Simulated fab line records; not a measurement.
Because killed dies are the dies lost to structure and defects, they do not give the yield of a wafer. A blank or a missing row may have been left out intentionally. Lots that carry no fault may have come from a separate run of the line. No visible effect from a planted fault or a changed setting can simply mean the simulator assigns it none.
Struck lot and sound lot, side by side	flow nand_harc	15 out of 1302 route steps
Sound: these wafers, L522.1, L522.2, L522.4. Struck: wafer L525.4; the same lot's L525.2 was not struck, so it is left out; see the end for the cause.
Each step with rows lists, per side, the tool, then ch with its chambers, then its first start. Under that, the readings that differ: sound wafers	struck wafers	difference of the means	sigmas: that difference in standard deviations of wafers without a fault.
alike: readings with means less than 2 such deviations apart, plus words and numbers identical on both sides. not compared: withheld readings, readings lacking a value on some wafer, bounds such as >300 that could conceal the same value, and numbers that have no deviation in the record and whose values overlap.
Wherever a step has rows on one side only, a row that says differs or no value, or a row with sigmas, the two part there. Non-overlapping numbers with no deviation appear without sigmas and do not part them. Lack of a reading on every wafer of one side parts them only where that side has two or more wafers.

first, 1 step without rows for these wafers: NHARC_A_ONON_D1_DEP_03 (target thk 1000 nm).
NHARC_A_ONON_D1_THK_MEAS_05: measures by ellipsometry.
  sound on film_metro-01 at day 12 06:04; struck on film_metro-01 at day 13 21:47
  alike: thk_nm
then, 1 step without rows for these wafers: NHARC_A_ONON_D1_DEP_06 (target thk 1000 nm).
NHARC_A_ONON_D1_THK_MEAS_08: measures by ellipsometry.
  sound on film_metro-01 at day 12 06:38; struck on film_metro-02 at day 13 22:20
  alike: thk_nm
then, 1 step without rows for these wafers: NHARC_A_ONON_D1_DEP_09 (target thk 1000 nm).
NHARC_A_ONON_D1_THK_MEAS_11: measures by ellipsometry.
  sound on film_metro-02 at day 12 07:13; struck on film_metro-01 at day 13 22:55
  alike: thk_nm
then, 1 step without rows for these wafers: NHARC_A_ONON_D1_DEP_12 (target thk 1000 nm).
NHARC_A_ONON_D1_THK_MEAS_14: measures by ellipsometry.
  sound on film_metro-02 at day 12 07:46; struck on film_metro-02 at day 13 23:28
  alike: thk_nm
then, 2 steps without rows for these wafers: NHARC_A_ONON_D1_ANNEAL_15 (time 3600 s); NHARC_A_ONON_D1_DEP_16 (target thk 1000 nm).
NHARC_A_ONON_D1_THK_MEAS_18: measures by ellipsometry.
  sound on film_metro-01 at day 12 15:34; struck on film_metro-01 at day 14 12:18
reading	sound	struck	difference	sigmas
thk_nm (nm)	988 988 988	1010	+22	+2
NHARC_A_ONON_D1_DEP_19: target thk 1000 nm.
  sound on pecvd_onon-04 ch 0, day 12 15:37; struck on pecvd_onon-02 ch 0, day 14 12:25
  alike: sih4_flow_sccm
NHARC_A_ONON_D1_THK_MEAS_21: measures by ellipsometry.
  sound on film_metro-02 at day 12 16:07; struck on film_metro-02 at day 14 12:52
reading	sound	struck	difference	sigmas
thk_nm (nm)	1006 1004 1005	778	-227	-33
then, 1 step without rows for these wafers: NHARC_A_ONON_D1_DEP_22 (target thk 1000 nm).
-- record jumps: 16 days between struck wafers' starts before vs after; left off in module A_ONON_D1, resumes in module END, first step shown is number 1302 of the route --
NHARC_END_SORT_01:
  only the struck wafers appear in the record here, on prober-02 ch 0 at day 30 09:42; the sound ones have no rows

## WHERE THEY PART
Last at NHARC_END_SORT_01 as far as this record goes, first at NHARC_A_ONON_D1_THK_MEAS_18.

WHY: whatever the simulator had introduced
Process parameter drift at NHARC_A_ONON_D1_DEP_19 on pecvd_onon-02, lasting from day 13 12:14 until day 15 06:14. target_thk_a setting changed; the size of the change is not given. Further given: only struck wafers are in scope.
